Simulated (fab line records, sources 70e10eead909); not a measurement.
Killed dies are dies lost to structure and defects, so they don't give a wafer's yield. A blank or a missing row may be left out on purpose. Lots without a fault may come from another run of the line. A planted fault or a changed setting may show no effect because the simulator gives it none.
fab line records | flow nand_harc
record lots=5 wafers=15 last_day=31
route steps=1302 shown A_BONDPAD@1232 HYBRID_BOND@1237 THIN_TSV@1244 END@1302
lots that met no fault: from a run of the same line without faults
start_h: hours from the record's first day to the start of the lot's first wafer shown | wait_h: hours since the lot's step before | " the same as in the row above | L1.1+2: a row that stands for several wafers | - no value, or no start given | * or withheld: withheld | < > ~ a bound
route shown NAME@n: a module of which the file shows steps, and the number in the route of the first | usual: mean/standard deviation of fault-free wafers | same: alike in all rows | chamber/n: place in a boat | sites: the reading at each site | _std_site: their standard deviation | _edge_site: outer sites' mean less inner sites' | radius_mm: how far each site lies from the wafer's centre | mask NAME#n: copy n | behind: the tool/chamber that last shaped the wafer | hold: why the lot was held/for how many hours/how that ended | device: the transistor (n, p or np) that didn't switch | end of line: the same wafers' tests at the end of the route | a step without rows: its recipe alone | killed: dies lost to structure and defects at the first sort, not the wafer's yield | map: a wafer's dies, x killed, . not, _ none there
set.NAME: the setting as run; set.NAME@STEP: as run at that earlier step | model.NAME: the simulator's own value behind a step, which no gauge read
lots at some steps of the route; a table a step, a row a wafer
services: from which hour (start_h, from the record's first day; less than 0 if before it) a tool's chamber was out of use, for how many hours, and why
## steps
# step NHARC_A_BONDPAD_THK_MEAS_20
# recipe thk_meas_gauge=xrf
# usual thk_nm=169.7/1.4
# columns lot.wafer tool chamber start_h wait_h thk_nm
L490.2 film_metro-02 - 573.68 - 169.4
L490.3 " - " " 168.1
L490.6 " - " " 166.2
L489.1 film_metro-01 - 574.76 - 169.0
L489.5 " - " " 168.6
L489.6 " - " " 169.3
L491.1 film_metro-02 - 596.46 - 172.9
L491.2 " - " " 169.7
L491.6 " - " " 169.1
L492.1 film_metro-01 - 637.28 - 168.1
L492.3 " - " " 168.7
L492.4 " - " " 168.2
L502.1 film_metro-02 - 717.91 - 169.9
L502.3 " - " " 169.0
L502.6 " - " " 167.8
# step NHARC_A_BONDPAD_SRD_21
# recipe time_s=30 temp_c=23 dry_time_s=20 spin_rpm=1500
# step NHARC_A_BONDPAD_INSPECT_23
# usual raw_defect_count=557/140
# columns lot.wafer tool chamber start_h wait_h raw_defect_count
L490.2 defect_inspect-01 - 573.90 0.0 801
L490.3 " - " " 695
L490.6 " - " " 754
L489.1 defect_inspect-01 - 574.99 0.0 585
L489.5 " - " " 586
L489.6 " - " " 511
L491.1 defect_inspect-01 - 596.69 0.0 490
L491.2 " - " " 872
L491.6 " - " " 1004
L492.1 defect_inspect-01 - 637.50 0.0 343
L492.3 " - " " 385
L492.4 " - " " 406
L502.1 defect_inspect-02 - 718.14 0.0 852
L502.3 " - " " 620
L502.6 " - " " 714
# step NHARC_HYBRID_BOND_ACTIVATE_00
# recipe time_s=60 n2_flow_sccm=200 ar_flow_sccm=0 bias_power_w=0 chemistry=N2
# step NHARC_HYBRID_BOND_PRECLEAN_01
# recipe time_s=300 temp_c=23 chemistry=DIW
# step NHARC_HYBRID_BOND_SRD_02
# recipe time_s=30 temp_c=23 dry_time_s=20 spin_rpm=1500
# step NHARC_HYBRID_BOND_BOND_03
# recipe temp_c=25
# step NHARC_HYBRID_BOND_ANNEAL_04
# recipe temp_c=300 time_s=7200 ramp_up_c_per_min=5 ramp_down_c_per_min=3 idle_temp_c=100 pressure_atm=1
# step NHARC_HYBRID_BOND_OVL_MEAS_05
# usual overlay_x_nm=-1/33 overlay_y_nm=-2/31
# columns lot.wafer tool chamber start_h wait_h overlay_x_nm overlay_y_nm
L489.1 overlay-02 - 584.17 0.4 10 -36
L489.5 " - " " -14 -25
L489.6 " - " " 20 -7
L490.2 overlay-01 - 584.17 0.4 13 23
L490.3 " - " " 15 6
L490.6 " - " " -29 17
L491.1 overlay-02 - 605.90 0.4 18 -19
L491.2 " - " " -5 21
L491.6 " - " " 70 -18
L492.1 overlay-01 - 646.02 0.4 -22 -39
L492.3 " - " " 13 -22
L492.4 " - " " 1 -37
L502.1 overlay-02 - 724.97 0.4 20 -12
L502.3 " - " " 36 2
L502.6 " - " " -58 -10
# step NHARC_HYBRID_BOND_INSPECT_06
# recipe inspect_instrument=ir_void
# usual raw_defect_count=94/43
# columns lot.wafer tool chamber start_h wait_h raw_defect_count
L489.1 defect_inspect-02 - 584.22 0.0 125
L489.5 " - " " 96
L489.6 " - " " 114
L490.2 defect_inspect-01 - 584.22 0.1 68
L490.3 " - " " 67
L490.6 " - " " 75
L491.1 defect_inspect-02 - 605.95 0.0 110
L491.2 " - " " 153
L491.6 " - " " 143
L492.1 defect_inspect-01 - 646.07 0.0 25
L492.3 " - " " 42
L492.4 " - " " 36
L502.1 defect_inspect-01 - 725.02 0.0 54
L502.3 " - " " 65
L502.6 " - " " 74
# step NHARC_THIN_TSV_GRIND_00
# recipe target_thk_um=6
# usual motor_current_A=12.002/0.022
# columns lot.wafer tool chamber start_h wait_h motor_current_A
L489.1 grinder-01 0 584.37 0.1 11.989
L489.5 " 0 " " 12.049
L489.6 " 0 " " 11.982
L490.2 grinder-01 0 585.77 1.5 11.975
L490.3 " 0 " " 12.023
L490.6 " 0 " " 11.998
L491.1 grinder-01 0 606.12 0.2 12.040
L491.2 " 0 " " 11.952
L491.6 " 0 " " 12.044
L492.1 grinder-01 0 647.41 1.3 12.033
L492.3 " 0 " " 12.001
L492.4 " 0 " " 11.989
L502.1 grinder-01 0 726.36 1.3 11.982
L502.3 " 0 " " 11.992
L502.6 " 0 " " 12.025
# step NHARC_THIN_TSV_CMP_01
# recipe target_thk_um=3
# step NHARC_THIN_TSV_SRD_03
# step NHARC_THIN_TSV_PRECLEAN_41
# recipe time_s=* temp_c=50 bath_age_min=0 chemistry=SC1
# step NHARC_THIN_TSV_SRD_42
# step NHARC_THIN_TSV_DEP_43
# recipe target_thk_a=13285 temp_c=withheld pressure_torr=6.5 rf_w=900 teos_flow_sccm=161.4 flow_sccm=2650 target_thk_nm=1328.5 gas=O2 material=SiO2
# step NHARC_THIN_TSV_DEHYDRATE_04
# recipe temp_c=150 time_s=120
# step NHARC_THIN_TSV_HMDS_05
# recipe time_s=30
# step NHARC_THIN_TSV_COAT_06
# recipe spin_rpm=*
# step NHARC_THIN_TSV_SOFTBAKE_07
# recipe temp_c=122 time_s=95
# step NHARC_THIN_TSV_EBR_08
# step NHARC_THIN_TSV_EXPOSE_09
# recipe na=0.55 dose_mj=30.7 mask_id=TSV
# step NHARC_THIN_TSV_PEB_10
# recipe peb_temp_c=118 peb_time_s=85
# step NHARC_THIN_TSV_DEVELOP_11
# recipe time_s=70
# step NHARC_THIN_TSV_CD_MEAS_12
# recipe target_cd_nm=1000 landing_energy_ev=500
# usual cd_nm=1000.4/1.3
# same landing_energy_ev=500
# columns lot.wafer tool chamber start_h wait_h cd_nm
L489.1 cd_sem-01 0 586.90 - 999.6
L489.5 " 0 " " 999.1
L489.6 " 0 " " 1000.7
L490.2 cd_sem-02 0 588.29 - 1000.7
L490.3 " 0 " " 998.7
L490.6 " 0 " " 1000.4
L491.1 cd_sem-02 0 608.66 - 999.7
L491.2 " 0 " " 999.5
L491.6 " 0 " " 998.2
L492.1 cd_sem-03 0 649.85 - 999.1
L492.3 " 0 " " 999.5
L492.4 " 0 " " 1000.6
L502.1 cd_sem-03 0 728.77 - 1000.6
L502.3 " 0 " " 1001.2
L502.6 " 0 " " 1002.2
# step NHARC_THIN_TSV_HARDBAKE_13
# recipe temp_c=125 time_s=80
# step NHARC_THIN_TSV_DESCUM_14
# recipe time_s=3 o2_flow_sccm=200 ar_flow_sccm=0 bias_power_w=0 chemistry=O2
# step NHARC_THIN_TSV_ETCH_44
# recipe target_depth_a=15942 time_s=797.1 cf4_flow_sccm=150 o2_flow_sccm=10 ar_flow_sccm=0 rf_w=300 bias_w=800 chemistry=CF4/O2
# usual drypump_motor_current_A=5.87/0.27 oes_product_au=0.998/0.007 rf_vpp_V=793/4 showerhead_plenum_p_Torr=1.81/0.061 throttle_valve_pct=16.914/0.01
# same time_s=797.1
# columns lot.wafer tool chamber start_h wait_h drypump_motor_current_A oes_product_au rf_hours_counter_h rf_vpp_V showerhead_plenum_p_Torr throttle_valve_pct
L489.1 rie_diel-08 3 587.20 0.1 5.57 0.991 2.3 795 1.85 16.919
L489.5 " 2 " " 5.81 0.991 - 796 1.85 16.916
L489.6 " 3 " " 5.57 1.000 - 795 1.85 16.920
L490.3 rie_diel-08 3 588.65 0.2 5.54 1.002 2.7 794 1.85 16.896
L490.2 " 0 " " 6.40 1.013 2.4 799 1.89 16.915
L490.6 " 2 " " 5.77 1.001 - 797 1.85 16.920
L491.2 rie_diel-08 2 608.96 0.1 5.79 0.989 3.1 797 1.85 16.912
L491.1 " 0 " " 6.40 1.003 3.0 799 1.89 16.915
L491.6 " 1 " " 6.28 1.000 - 793 1.81 16.896
L492.3 rie_diel-05 1 650.11 0.1 5.86 0.985 3.0 788 1.75 16.909
L492.1 " 3 " " 5.80 1.005 3.2 803 1.96 16.910
L492.4 " 2 " " 5.95 0.989 - 787 1.72 16.925
L502.3 rie_diel-05 2 729.02 0.1 5.95 1.001 7.7 786 1.72 16.920
L502.1 " 3 " " 5.81 1.008 8.2 801 1.96 16.916
L502.6 " 3 " " 5.80 0.993 - 803 1.96 16.919
# step NHARC_THIN_TSV_ETCH_15
# recipe target_depth_a=30000 bosch_target_overetch_cycles=2 bosch_etch_step_s=2.8 bosch_dep_step_s=1.2 bosch_cycles=14
# usual drypump_motor_current_A=5.7/0.46
# columns lot.wafer tool chamber start_h wait_h drypump_motor_current_A rf_hours_counter_h
L489.1 rie_si-06 3 587.76 - 5.9 1.0
L489.6 " 0 " " 5.0 -
L489.5 " 1 " " 6.1 -
L490.2 rie_si-05 1 589.11 - 5.0 0.6
L490.3 " 2 " " 6.0 0.5
L490.6 " 1 " " 5.1 -
L491.1 rie_si-05 1 609.47 - 5.0 0.8
L491.2 " 2 " " 6.0 0.7
L491.6 " 2 " " 6.0 -
L492.1 rie_si-01 0 650.81 - 5.6 0.4
L492.3 " 1 " " 6.2 0.6
L492.4 " 2 " " 6.0 0.6
L502.3 rie_si-05 0 729.58 - 5.1 0.4
L502.1 " 3 " " 5.5 0.3
L502.6 " 1 " " 5.1 -
# step NHARC_THIN_TSV_CD_MEAS_16
# usual cd_nm=1000.4/1.3
# columns lot.wafer tool chamber start_h wait_h cd_nm
L489.1 cd_sem-03 - 587.86 0.1 999.7
L489.5 " - " " 999.8
L489.6 " - " " 1000.9
L490.2 cd_sem-03 - 589.25 0.1 999.9
L490.3 " - " " 998.6
L490.6 " - " " 999.5
L491.1 cd_sem-01 - 609.61 0.1 999.9
L491.2 " - " " 999.2
L491.6 " - " " 998.7
L492.1 cd_sem-01 - 650.94 0.1 999.3
L492.3 " - " " 1000.2
L492.4 " - " " 1000.9
L502.1 cd_sem-03 - 729.73 0.1 1001.3
L502.3 " - " " 1000.9
L502.6 " - " " 1002.3
# step NHARC_THIN_TSV_STRIP_45
# recipe power_w=1500 temp_c=250 chemistry=O2
# step NHARC_THIN_TSV_STRIP_46
# recipe time_s=1200 temp_c=72.5 chemistry=post_etch_residue_remover
# step NHARC_THIN_TSV_DEP_47
# recipe target_thk_a=2000 temp_c=withheld pressure_torr=6.5 rf_w=900 teos_flow_sccm=161.4 flow_sccm=2650 target_thk_nm=200 gas=O2 material=SiO2
# step NHARC_THIN_TSV_ETCHBACK_48
# recipe target_depth_a=10285 over_etch_frac=0.3 time_s=405.17 ion_energy_ev=250 c4f8_flow_sccm=withheld ar_flow_sccm=withheld rf_w=600 bias_w=300 chemistry=C4F8/Ar
# usual oes_product_au=0.95/0.036 rf_vpp_V=546.6/2.8
# columns lot.wafer tool chamber start_h wait_h oes_product_au rf_hours_counter_h rf_vpp_V
L489.1 rie_diel-08 1 589.31 0.4 0.93 2.7 544.8
L489.6 " 0 " " 0.93 - 548.7
L489.5 " 1 " " 0.93 - 545.8
L490.3 rie_diel-11 1 590.66 0.3 0.93 7.6 546.5
L490.2 " 2 " " 0.92 7.8 544.6
L490.6 " 2 " " 0.91 - 544.5
L491.1 rie_diel-05 1 610.92 - 1.00 0.7 542.0
L491.2 " 3 " " 1.01 0.6 551.6
L491.6 " 0 " " 1.00 - 540.8
L492.1 rie_diel-05 2 652.26 - 0.92 3.2 541.7
L492.3 " 3 " " 0.92 3.5 550.6
L492.4 " 1 " " 0.92 - 543.4
L502.3 rie_diel-08 1 731.01 - 1.00 0.1 545.5
L502.1 " 2 " " 1.01 0.1 548.8
L502.6 " 2 " " 1.00 - 547.2
# step NHARC_THIN_TSV_STRIP_62
# recipe power_w=1500 temp_c=250 time_s=20 chemistry=N2/H2
# usual drypump_motor_current_A=6.1/0.46 heater_power_w=323/25
# same time_s=20
# columns lot.wafer tool chamber start_h wait_h drypump_motor_current_A heater_power_w rf_hours_counter_h
L489.1 plasma_asher-02 0 589.63 - 6.6 354 32
L489.6 " 0 " " 6.6 357 -
L489.5 " 1 " " 5.7 304 -
L490.2 plasma_asher-01 1 591.12 - 6.5 321 13
L490.3 " 0 " " 5.5 310 -
L490.6 " 1 " " 6.5 324 -
L491.2 plasma_asher-01 1 611.25 - 6.5 321 19
L491.1 " 0 " " 5.6 308 19
L491.6 " 1 " " 6.5 333 -
L492.1 plasma_asher-02 1 652.66 - 5.7 302 8
L492.3 " 0 " " 6.6 367 -
L492.4 " 1 " " 5.7 305 -
L502.1 plasma_asher-01 1 731.36 - 6.4 302 3
L502.3 " 1 " " 6.5 297 -
L502.6 " 0 " " 5.5 301 -
# step NHARC_THIN_TSV_DEGAS_49
# recipe temp_c=300 time_s=120
# step NHARC_THIN_TSV_PRE_CLEAN_50
# recipe time_s=30 temp_c=280 gas=H2/He
# usual heater_power_w=416/43
# same time_s=30
# columns lot.wafer tool chamber start_h wait_h heater_power_w
L489.1 pvd_sputter-03 - - - 432
L489.6 " - " " 425
L489.5 " - " " 433
L490.3 pvd_sputter-02 - - - 413
L490.2 " - " " 484
L490.6 " - " " 417
L491.2 pvd_sputter-02 - - - 494
L491.1 " - " " 367
L491.6 " - " " 478
L492.1 pvd_sputter-03 - - - 312
L492.3 " - " " 389
L492.4 " - " " 433
L502.1 pvd_sputter-02 - - - 481
L502.3 " - " " 454
L502.6 " - " " 480
# step NHARC_THIN_TSV_PVD_19
# recipe target_thk_a=200 chamber_pressure_pa=5 material=TaN
# step NHARC_THIN_TSV_PVD_51
# recipe target_thk_a=1000 chamber_pressure_pa=5 material=Cu
# step NHARC_END_SORT_01
# recipe temp_c=25
# usual defect_limited_yield=91/3.1 killed_at_array=53/21 killed_at_other=1.0/1.3 killed_at_periphery=3.8/2.4 killed_dies=58/21 killed_open=3.4/1.9 killed_short=2.4/1.5 sort_bin_2_pct=3.0/1.3 sort_bin_3_pct=0.6/0.39 sort_bin_4_pct=4.9/1.8 sort_n_pass=619/21 sort_rim_yield_pct=88/5.3 sort_yield_pct=91/3.1
# same gross_dies=677 sort_bin_5_pct[%]=0 sort_bin_6_pct[%]=0 sort_bin_7_pct[%]=0 sort_bin_8_pct[%]=0 sort_rim_n_gross=106.00
# columns lot.wafer tool chamber start_h wait_h defect_limited_yield[%] killed_at_array killed_at_other killed_at_periphery killed_dies killed_open killed_short sort_bin_2_pct[%] sort_bin_3_pct[%] sort_bin_4_pct[%] sort_n_pass sort_rim_yield_pct[%] sort_yield_pct[%]
L489.1 prober-02 0 602.46 2.5 88 79 1 1 81 4 2 3.7 1.5 6.8 596 87 88
L489.5 prober-02 0 605.68 3.7 90 60 5 2 67 2 6 3.2 0.6 6.1 610 92 90
L489.6 prober-02 0 606.48 4.0 90 69 1 1 71 1 0 3.4 0.9 6.2 606 92 90
L490.2 prober-01 0 603.28 2.8 92 51 3 0 54 3 1 2.1 0.9 5.0 623 95 92
L490.3 prober-01 0 604.09 3.1 96 28 1 1 30 0 1 1.5 0.3 2.7 647 89 96
L490.6 prober-01 0 606.52 4.1 92 47 2 3 52 6 4 2.7 0 5.0 625 83 92
L491.1 prober-02 0 626.74 2.5 91 55 0 4 59 1 2 3.2 0.4 5.0 618 92 91
L491.2 prober-02 0 627.54 2.8 92 52 0 4 56 2 1 3.2 0.7 4.3 621 85 92
L491.6 prober-02 0 630.73 4.0 87 85 1 1 87 3 3 4.7 0.4 7.7 590 87 87
L502.1 prober-01 0 742.71 2.5 93 42 3 4 49 3 2 2.2 0.4 4.6 628 97 93
L502.3 prober-01 0 744.31 3.1 0 51 625 1 677 2 2 94.2 0.9 4.9 0 0 0
L502.6 prober-01 0 746.70 4.0 0 35 638 4 677 6 4 96.6 0.6 2.8 0 0 0
# killed by level:class
L489.1 A_CHANNEL_HOLE_D2:chamber_film_flake=29 A_SLIT:chamber_film_flake=24 A_CONTACT:chamber_film_flake=14 A_CHANNEL_HOLE_D1:chamber_film_flake=3 P_CONTACT:geometric_particle:short=1 A_DECK1_JOINT:geometric_particle:open=1 A_CHANNEL_FILL_D2:geometric_particle:open=1 A_CHANNEL_FILL_D2:geometric_particle:short=1
L490.2 A_CHANNEL_HOLE_D1:chamber_film_flake=30 A_CHANNEL_HOLE_D2:chamber_film_flake=9 A_CONTACT:chamber_film_flake=4 THIN_TSV:chamber_film_flake=3 A_DECK1_JOINT:chamber_film_flake=3 A_CHANNEL_FILL_D2:geometric_particle:open=2 A_WL_FILL:geometric_particle:short=1 A_M1:geometric_particle:open=1
L490.3 A_CHANNEL_HOLE_D1:chamber_film_flake=13 A_CHANNEL_HOLE_D2:chamber_film_flake=10 A_DECK1_JOINT:chamber_film_flake=2 A_WL_FILL:geometric_particle:short=1 P_GATE:chamber_film_flake=1 A_CHANNEL_FILL_D1:chamber_film_flake=1 A_STAIRCASE:chamber_film_flake=1 THIN_TSV:chamber_film_flake=1
L489.5 A_CHANNEL_HOLE_D2:chamber_film_flake=29 A_SLIT:chamber_film_flake=18 A_CONTACT:chamber_film_flake=5 THIN_TSV:chamber_film_flake=3 STARTING-WAFER:geometric_particle:short=2 P_CONTACT:geometric_particle:open=1 A_ONON_D1:geometric_particle:open=1 A_DECK1_JOINT:geometric_particle:short=1
L489.6 A_CHANNEL_HOLE_D2:chamber_film_flake=32 A_SLIT:chamber_film_flake=21 A_CONTACT:chamber_film_flake=7 A_CHANNEL_HOLE_D1:chamber_film_flake=4 A_CHANNEL_FILL_D1:chamber_film_flake=2 A_ONON_D2:geometric_particle:open=1 P_ZERO_WELL:chamber_film_flake=1 A_CHANNEL_FILL_D2:chamber_film_flake=1
L490.6 A_CHANNEL_HOLE_D1:chamber_film_flake=16 A_CHANNEL_HOLE_D2:chamber_film_flake=14 A_DECK1_JOINT:chamber_film_flake=4 A_WL_FILL:geometric_particle:short=2 A_CONTACT:chamber_film_flake=2 THIN_TSV:chamber_film_flake=2 P_CONTACT:geometric_particle:open=1 P_M0:geometric_particle:open=1
L491.1 A_CHANNEL_HOLE_D1:chamber_film_flake=29 A_SLIT:chamber_film_flake=14 A_CHANNEL_HOLE_D2:chamber_film_flake=6 A_CONTACT:chamber_film_flake=4 P_CONTACT:geometric_particle:open=1 P_CONTACT:geometric_particle:short=1 P_M1:geometric_particle:short=1 P_ZERO_WELL:chamber_film_flake=1
L491.2 A_SLIT:chamber_film_flake=18 A_CHANNEL_HOLE_D1:chamber_film_flake=16 A_CHANNEL_HOLE_D2:chamber_film_flake=8 P_ZERO_WELL:chamber_film_flake=2 A_CHANNEL_FILL_D2:chamber_film_flake=2 A_STAIRCASE:chamber_film_flake=2 A_CONTACT:chamber_film_flake=2 P_M0:geometric_particle:short=1
L491.6 A_CHANNEL_HOLE_D1:chamber_film_flake=38 A_SLIT:chamber_film_flake=24 A_CHANNEL_HOLE_D2:chamber_film_flake=13 A_ONON_D2:geometric_particle:short=2 A_CONTACT:chamber_film_flake=2 A_ONON_D1:geometric_particle:open=1 A_ONON_D2:geometric_particle:open=1 A_CHANNEL_FILL_D2:geometric_particle:open=1
L502.1 A_CHANNEL_HOLE_D1:chamber_film_flake=33 P_GATE:chamber_film_flake=2 THIN_TSV:chamber_film_flake=2 A_SOURCE_PLATE:geometric_particle:open=1 A_ONON_D2:geometric_particle:open=1 A_CHANNEL_FILL_D2:geometric_particle:short=1 A_CHANNEL_FILL_D2:geometric_particle:open=1 A_CONTACT:geometric_particle:short=1
L502.3 THIN_TSV:area_cmp=624 A_CHANNEL_HOLE_D1:chamber_film_flake=36 A_STAIRCASE:chamber_film_flake=3 A_SLIT:chamber_film_flake=2 A_WL_FILL:chamber_film_flake=2 A_ONON_D1:geometric_particle:open=1 A_ONON_D2:geometric_particle:short=1 A_STAIRCASE:geometric_particle:short=1
L502.6 THIN_TSV:area_cmp=635 A_CHANNEL_HOLE_D1:chamber_film_flake=17 A_SLIT:chamber_film_flake=7 THIN_TSV:chamber_film_flake=3 A_CHANNEL_FILL_D2:geometric_particle:open=2 A_CHANNEL_FILL_D2:geometric_particle:short=2 P_GATE:geometric_particle:open=1 P_CONTACT:geometric_particle:open=1
# map L502.3 (x killed, . not)
____________x____________
_________xxxxxxx_________
_______xxxxxxxxxxx_______
______xxxxxxxxxxxxx______
_____xxxxxxxxxxxxxxx_____
____xxxxxxxxxxxxxxxxx____
____xxxxxxxxxxxxxxxxx____
___xxxxxxxxxxxxxxxxxxx___
___xxxxxxxxxxxxxxxxxxx___
__xxxxxxxxxxxxxxxxxxxxx__
__xxxxxxxxxxxxxxxxxxxxx__
_xxxxxxxxxxxxxxxxxxxxxxx_
_xxxxxxxxxxxxxxxxxxxxxxx_
_xxxxxxxxxxxxxxxxxxxxxxx_
_xxxxxxxxxxxxxxxxxxxxxxx_
_xxxxxxxxxxxxxxxxxxxxxxx_
xxxxxxxxxxxxxxxxxxxxxxxxx
xxxxxxxxxxxxxxxxxxxxxxxxx
xxxxxxxxxxxxxxxxxxxxxxxxx
xxxxxxxxxxxxxxxxxxxxxxxxx
xxxxxxxxxxxxxxxxxxxxxxxxx
_xxxxxxxxxxxxxxxxxxxxxxx_
_xxxxxxxxxxxxxxxxxxxxxxx_
_xxxxxxxxxxxxxxxxxxxxxxx_
_xxxxxxxxxxxxxxxxxxxxxxx_
_xxxxxxxxxxxxxxxxxxxxxxx_
__xxxxxxxxxxxxxxxxxxxxx__
__xxxxxxxxxxxxxxxxxxxxx__
___xxxxxxxxxxxxxxxxxxx___
___xxxxxxxxxxxxxxxxxxx___
____xxxxxxxxxxxxxxxxx____
____xxxxxxxxxxxxxxxxx____
_____xxxxxxxxxxxxxxx_____
______xxxxxxxxxxxxx______
_______xxxxxxxxxxx_______
_________xxxxxxx_________
____________x____________
# map L490.2 (x killed, . not)
____________.____________
_________......._________
_______..........._______
______.............______
_____.............x._____
____.................____
____.................____
___...................___
___.....x.............___
__.....................__
__.....................__
_........x.............._
_.......xx.............._
_....x.xx.x............._
_.....xxxxx............._
_......xxx.............._
....x.x.xx...............
......xxxxx..............
.......xx..x.x...........
......xxxxx..............
.......x....x............
_......................._
_.........x............._
_......................._
_......................._
_......................._
__..........x...x......__
__................x....__
___.....x...x.........___
___.............x.....___
____.x..x........x...____
____.....x...........____
_____xxx............_____
______.xx..........______
_______..x........_______
_________......._________
____________.____________
## services
# columns tool chamber start_h hours kind
rie_diel-05 1 564.54 3.1 repair
rie_diel-05 3 570.03 15.9 repair
rie_diel-08 2 572.35 2.8 repair
pvd_sputter-02 - 578.12 2.2 repair
rie_si-01 2 580.10 7.3 repair
rie_si-05 0 580.87 6.5 repair
grinder-01 - 581.20 0.3 repair
rie_diel-05 - 583.60 9.0 pm
grinder-01 - 588.03 0.3 repair
plasma_asher-02 - 590.16 2.0 repair
rie_diel-11 1 594.94 3.3 repair
rie_si-06 - 603.00 9.0 pm
plasma_asher-02 - 603.56 9.0 pm
rie_diel-11 - 609.53 9.0 pm
rie_diel-08 2 627.86 6.2 repair
rie_diel-05 0 649.49 4.3 repair
rie_si-05 - 659.05 9.0 pm
pvd_sputter-02 - 665.24 10.0 pm
plasma_asher-01 - 696.31 9.0 pm
pvd_sputter-03 - 714.44 10.0 pm
rie_diel-08 - 721.80 9.0 pm
grinder-01 - 722.89 1.2 repair
pvd_sputter-03 - 730.38 3.8 repair
rie_diel-05 2 731.26 8.8 repair
## key
first_sign step=NHARC_END_SORT_01 reading=killed_at_other direction=up sigmas=99+ usual=1.0 struck=631.5
effect step=NHARC_END_SORT_01 reading=sort_bin_2_pct direction=up sigmas=72 usual=3.0 struck=95.4
more_kills_born_at NHARC_THIN_TSV_CMP_01@cmp-03=1259
met_at NHARC_THIN_TSV_GRIND_00
struck_wafers L502.3,L502.6
later_rows_left_out L502.3,L502.6
onset_between 647.41 726.36
fault kind=process_parameter_drift tool=grinder-01 chamber=- onset_h=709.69 steps=NHARC_THIN_TSV_GRIND_00 channel=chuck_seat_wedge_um offset=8 shape=step end_h=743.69 scope=struck_wafers_only
# later_rows_left_out: the simulator's readings of these wafers behind a module that went badly wrong aren't trusted and aren't shown, but for the sort
